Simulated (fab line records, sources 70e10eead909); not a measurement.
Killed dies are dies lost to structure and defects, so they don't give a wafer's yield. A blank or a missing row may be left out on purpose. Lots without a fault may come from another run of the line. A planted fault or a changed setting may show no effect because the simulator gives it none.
A struck lot beside a sound one | flow nand_harc | 42 steps out of a route of 1159
Sound: wafers L271.1, L271.2, L271.3. Struck: wafers L282.2, L282.3, L282.5. The cause comes at the end.
At each step with rows: each side's tool, then ch and its chambers, then its first start. Under that, the readings that differ: sound wafers | struck wafers | difference of the means | sigmas: that difference in standard deviations of wafers without a fault.
alike: readings whose means differ by less than 2 such deviations, and words and numbers that are the same on both sides. not compared: withheld readings, readings that some wafer has no value for, bounds like >300 that may hide the same value, and numbers for which the record gives no deviation and whose values overlap.
The two part at a step that has a row with sigmas, a row that says differs or no value, or rows on one side only. Numbers that don't overlap but have no deviation are shown without sigmas and don't part them. A reading that every wafer of one side lacks parts them only if that side has two wafers or more.

first, 4 steps without rows for these wafers: NHARC_A_M1_STRIP_19 (strips in post etch residue remover, time 600 s); NHARC_A_M1_DEGAS_29 (time 60 s); NHARC_A_M1_PRE_CLEAN_30 (time 30 s); NHARC_A_M1_PVD_20 (deposits TaN, target thk 5 nm, time 8.06 s).
NHARC_A_M1_PVD_21: deposits Cu, target thk 30 nm, time 20.49 s.
  sound on pvd_sputter-02; struck on pvd_sputter-02
  alike: throttle_valve_pct
then, 3 steps without rows for these wafers: NHARC_A_M1_ECD_22 (material Cu, target thk 400 nm); NHARC_A_M1_ANNEAL_31 (time 90 s); NHARC_A_M1_CMP_23 (polishes, t overpolish 20 s, target thk 154.34 nm).
NHARC_A_M1_THK_MEAS_24: measures by xrf.
  sound on film_metro-01, day 18 03:49; struck on film_metro-02, day 20 23:42
  alike: thk_nm
then, 1 step without rows for these wafers: NHARC_A_M1_SRD_25.
NHARC_A_M1_INSPECT_27:
  sound on defect_inspect-02, day 18 03:58; struck on defect_inspect-02, day 20 23:52
  alike: raw_defect_count
NHARC_A_M1_PRE_CLEAN_32: time 12 s.
  sound on pecvd-04 ch 0,1,2, day 18 04:31; struck on pecvd-04 ch 0,1,2, day 21 00:04
  alike: heater_power_w, rf_fwd_power_W
then, 3 steps without rows for these wafers: NHARC_A_M1_DEP_33 (deposits SiCN, target thk 30 nm); NHARC_A_BONDPAD_DEP_00 (deposits SiCN, target thk 250 nm); NHARC_A_BONDPAD_CMP_29 (polishes SiCN, target thk 200 nm).
NHARC_A_BONDPAD_THK_MEAS_30: measures by ellipsometry.
  sound on film_metro-02, day 18 05:49; struck on film_metro-02, day 21 01:21
  alike: thk_nm
then, 10 steps without rows for these wafers: NHARC_A_BONDPAD_SRD_31; NHARC_A_BONDPAD_DEHYDRATE_01 (time 120 s); NHARC_A_BONDPAD_HMDS_02 (time 30 s); NHARC_A_BONDPAD_COAT_33 (time 65 s); NHARC_A_BONDPAD_COAT_03 (resist thk 600 nm); NHARC_A_BONDPAD_SOFTBAKE_04 (time 70 s); NHARC_A_BONDPAD_EBR_05; NHARC_A_BONDPAD_EXPOSE_06 (exposes mask A BPAD); NHARC_A_BONDPAD_PEB_07 (peb time 80 s); NHARC_A_BONDPAD_DEVELOP_08 (time 50 s).
NHARC_A_BONDPAD_CD_MEAS_09: target cd 500 nm.
  sound on cd_sem-03 ch 0, day 18 06:23; struck on cd_sem-01 ch 0, day 21 01:56
  alike: cd_nm
NHARC_A_BONDPAD_OVL_MEAS_35:
  sound on overlay-02, day 18 06:28; struck on overlay-02, day 21 02:01
  alike: overlay_x_nm, overlay_y_nm
then, 2 steps without rows for these wafers: NHARC_A_BONDPAD_HARDBAKE_10 (time 65 s); NHARC_A_BONDPAD_DESCUM_11 (chemistry O2, time 3 s).
NHARC_A_BONDPAD_ETCH_34: etches the open film in N2/H2, target depth 60 nm, overetch 18 nm, time 65.91 s.
  sound on rie_diel-09 ch 0,1,2, day 18 06:41; struck on rie_diel-04 ch 1,2,3, day 21 02:14
  reading                         | sound             | struck            | difference | sigmas
  rf_vpp_V (V)                    | 427.9 425.8 426.8 | 433.3 430.8 432.5 | +5.4       | +2
  showerhead_plenum_p_Torr (Torr) | 1.96 1.91 1.89    | 2.14 2.02 2.09    | +0.16      | +2
  alike: drypump_motor_current_A, oes_product_au, rf_fwd_power_W, throttle_valve_pct
  not compared: rf_hours_counter_h
NHARC_A_BONDPAD_ETCH_12: etches the open film in CHF3/O2, target depth 220 nm, time 110 s.
  sound on rie_diel-09 ch 0,2,3; struck on rie_diel-04 ch 0,2
  reading               | sound             | struck            | difference | sigmas
  oes_product_au (a.u.) | 0.936 0.955 0.893 | 1.001 0.967 1.000 | +0.061     | +2
  alike: drypump_motor_current_A, rf_fwd_power_W, rf_vpp_V, showerhead_plenum_p_Torr, throttle_valve_pct
  not compared: rf_hours_counter_h
NHARC_A_BONDPAD_CD_MEAS_13:
  sound on cd_sem-03, day 18 06:55; struck on cd_sem-02, day 21 02:28
  alike: cd_nm
then, 3 steps without rows for these wafers: NHARC_A_BONDPAD_STRIP_15 (strips in O2); NHARC_A_BONDPAD_ETCH_24 (etches the open film in CF4/N2, target depth 30 nm, time 72.99 s); NHARC_A_BONDPAD_STRIP_16 (strips in post etch residue remover, time 600 s).
NHARC_A_BONDPAD_DEGAS_25: time 60 s.
  sound on pvd_sputter-01, day 18 07:33; struck on pvd_sputter-03, day 21 03:05
  reading            | sound       | struck      | difference | sigmas
  heater_power_w (W) | 458 431 468 | 532 503 550 | +76        | +2
NHARC_A_BONDPAD_PRE_CLEAN_26: time 30 s.
  sound on pvd_sputter-01; struck on pvd_sputter-03
  alike: heater_power_w
then, 3 steps without rows for these wafers: NHARC_A_BONDPAD_PVD_17 (deposits TaN, target thk 5 nm, time 8.06 s); NHARC_A_BONDPAD_PVD_27 (deposits Cu, target thk 30 nm, time 20.49 s); NHARC_A_BONDPAD_ECD_18 (material Cu, target thk 400 nm).
NHARC_END_SORT_01:
  the record has rows for the struck wafers here (prober-01 ch 0, day 22 10:34) and none for the sound ones

WHERE THEY PART
First at NHARC_A_BONDPAD_ETCH_34; last, within this record, at NHARC_END_SORT_01.

WHY: what the simulator had put in
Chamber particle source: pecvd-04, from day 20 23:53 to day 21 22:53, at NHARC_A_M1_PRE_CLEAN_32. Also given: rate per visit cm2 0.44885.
